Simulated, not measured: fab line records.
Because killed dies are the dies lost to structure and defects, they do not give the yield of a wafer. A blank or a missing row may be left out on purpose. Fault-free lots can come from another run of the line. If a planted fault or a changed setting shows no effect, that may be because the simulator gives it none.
Lot-split experiment :: flow n5-finfet :: 21 wafers read from 7 lots, route of 1938 steps

ON THE SPLIT
At N5_BEOL_M1_ETCH_64 (etches SOC in N2/H2, target depth 75 nm, overetch 15 nm, time 112.5 s), the setting source-w was moved away from the recipe's 840 W on 7 of the 21 wafers read, by -12.7% to +10.6%. All remaining wafers had this setting at the recipe value.

The reading is taken at the split's own step.

THE READING
rf-vpp-V, in V, at N5_BEOL_M1_ETCH_64 (etches SOC in N2/H2, target depth 75 nm, overetch 15 nm, time 112.5 s). On this fab line, fault-free wafers typically give 524 V with a standard deviation of 3.1 V.

wafer: L076.1
tool, chamber at the split: rie-diel-02, 2
source-w as run, W: 840
against the recipe: recipe
rf-vpp-V, V: 527
against lot-mates on the recipe: -

wafer: L076.2
tool, chamber at the split: rie-diel-02, 0
source-w as run, W: 840
against the recipe: recipe
rf-vpp-V, V: 523
against lot-mates on the recipe: -

wafer: L076.5
tool, chamber at the split: rie-diel-02, 2
source-w as run, W: 840
against the recipe: recipe
rf-vpp-V, V: 527
against lot-mates on the recipe: -

wafer: L080.3
tool, chamber at the split: rie-diel-04, 1
source-w as run, W: 733.6
against the recipe: -12.7%
rf-vpp-V, V: 547
against lot-mates on the recipe: +24

wafer: L080.5
tool, chamber at the split: rie-diel-04, 0
source-w as run, W: 733.6
against the recipe: -12.7%
rf-vpp-V, V: 554
against lot-mates on the recipe: +31

wafer: L080.6
tool, chamber at the split: rie-diel-04, 3
source-w as run, W: 840
against the recipe: recipe
rf-vpp-V, V: 523
against lot-mates on the recipe: -

wafer: L088.2
tool, chamber at the split: rie-diel-04, 2
source-w as run, W: 840
against the recipe: recipe
rf-vpp-V, V: 528
against lot-mates on the recipe: -

wafer: L088.5
tool, chamber at the split: rie-diel-04, 3
source-w as run, W: 764.9
against the recipe: -8.9%
rf-vpp-V, V: 538
against lot-mates on the recipe: +10

wafer: L088.6
tool, chamber at the split: rie-diel-04, 0
source-w as run, W: 840
against the recipe: recipe
rf-vpp-V, V: 528
against lot-mates on the recipe: -

wafer: L089.2
tool, chamber at the split: rie-diel-04, 3
source-w as run, W: 840
against the recipe: recipe
rf-vpp-V, V: 521
against lot-mates on the recipe: -

wafer: L089.5
tool, chamber at the split: rie-diel-04, 3
source-w as run, W: 840
against the recipe: recipe
rf-vpp-V, V: 522
against lot-mates on the recipe: -

wafer: L089.6
tool, chamber at the split: rie-diel-04, 2
source-w as run, W: 840
against the recipe: recipe
rf-vpp-V, V: 527
against lot-mates on the recipe: -

wafer: L092.1
tool, chamber at the split: rie-diel-02, 3
source-w as run, W: 840
against the recipe: recipe
rf-vpp-V, V: 520
against lot-mates on the recipe: -

wafer: L092.3
tool, chamber at the split: rie-diel-02, 2
source-w as run, W: 840
against the recipe: recipe
rf-vpp-V, V: 528
against lot-mates on the recipe: -

wafer: L092.4
tool, chamber at the split: rie-diel-02, 0
source-w as run, W: 929.3
against the recipe: +10.6%
rf-vpp-V, V: 506
against lot-mates on the recipe: -18

wafer: L095.1
tool, chamber at the split: rie-diel-04, 2
source-w as run, W: 798.6
against the recipe: -4.9%
rf-vpp-V, V: 537
against lot-mates on the recipe: +9

wafer: L095.4
tool, chamber at the split: rie-diel-04, 1
source-w as run, W: 798.6
against the recipe: -4.9%
rf-vpp-V, V: 531
against lot-mates on the recipe: +3

wafer: L095.6
tool, chamber at the split: rie-diel-04, 2
source-w as run, W: 840
against the recipe: recipe
rf-vpp-V, V: 528
against lot-mates on the recipe: -

wafer: L097.2
tool, chamber at the split: rie-diel-04, 1
source-w as run, W: 840
against the recipe: recipe
rf-vpp-V, V: 523
against lot-mates on the recipe: -

wafer: L097.3
tool, chamber at the split: rie-diel-04, 0
source-w as run, W: 840
against the recipe: recipe
rf-vpp-V, V: 527
against lot-mates on the recipe: -

wafer: L097.6
tool, chamber at the split: rie-diel-04, 1
source-w as run, W: 892
against the recipe: +6.2%
rf-vpp-V, V: 514
against lot-mates on the recipe: -11

THE FIT
A straight line over all 21 wafers: rf-vpp-V changes by -1.86 V for each +1% of source-w; r = -0.96; the points scatter about the line by 3.1 V.
The same after taking each lot's own level away (the mean of its wafers on the recipe; 21 wafers): -1.84 V for each +1%; r = -0.95; scatter 3.3 V.
That fit puts the effect of the largest move of source-w on the reading at 23 V.
Measured against the standard deviation above, the lots' own levels, which go from 523.0 to 528.0 V, span 1.6 times it.
Consequently the slope shifts little with the lot-to-lot level, the two slopes agreeing.
Check: with one of the wafers moved furthest among these (-12.7%) left out of the fit, the line predicts +23 V for it against its lot-mates. Against them it came out at +24 V.
Tool readings at the split's step, against how far the setting was moved: rf-vpp-V r = -0.96.

ADDITIONAL SPLITS CARRIED BY THESE WAFERS
Other splits were also applied to these wafers ahead of the reading. Each is held against what the fit with the lots' levels taken away leaves over:
other split on the same wafers: N5_BEOL_M0_SAQP_EXPOSE_37 dose-mj
wafers away from the commonest value: 8
r with rf-vpp-V (lot level and that fit taken away): -0.23

other split on the same wafers: N5_BEOL_M0_SAQP_ETCH_73 cf4-flow-sccm
wafers away from the commonest value: 7
r with rf-vpp-V (lot level and that fit taken away): -0.55

other split on the same wafers: N5_BEOL_M1_COAT_05 spin-rpm
wafers away from the commonest value: 6
r with rf-vpp-V (lot level and that fit taken away): -0.17

THE FILE'S OWN FIT
rf-vpp-V changes by -1.72 V for each +1% of source-w, r = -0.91.
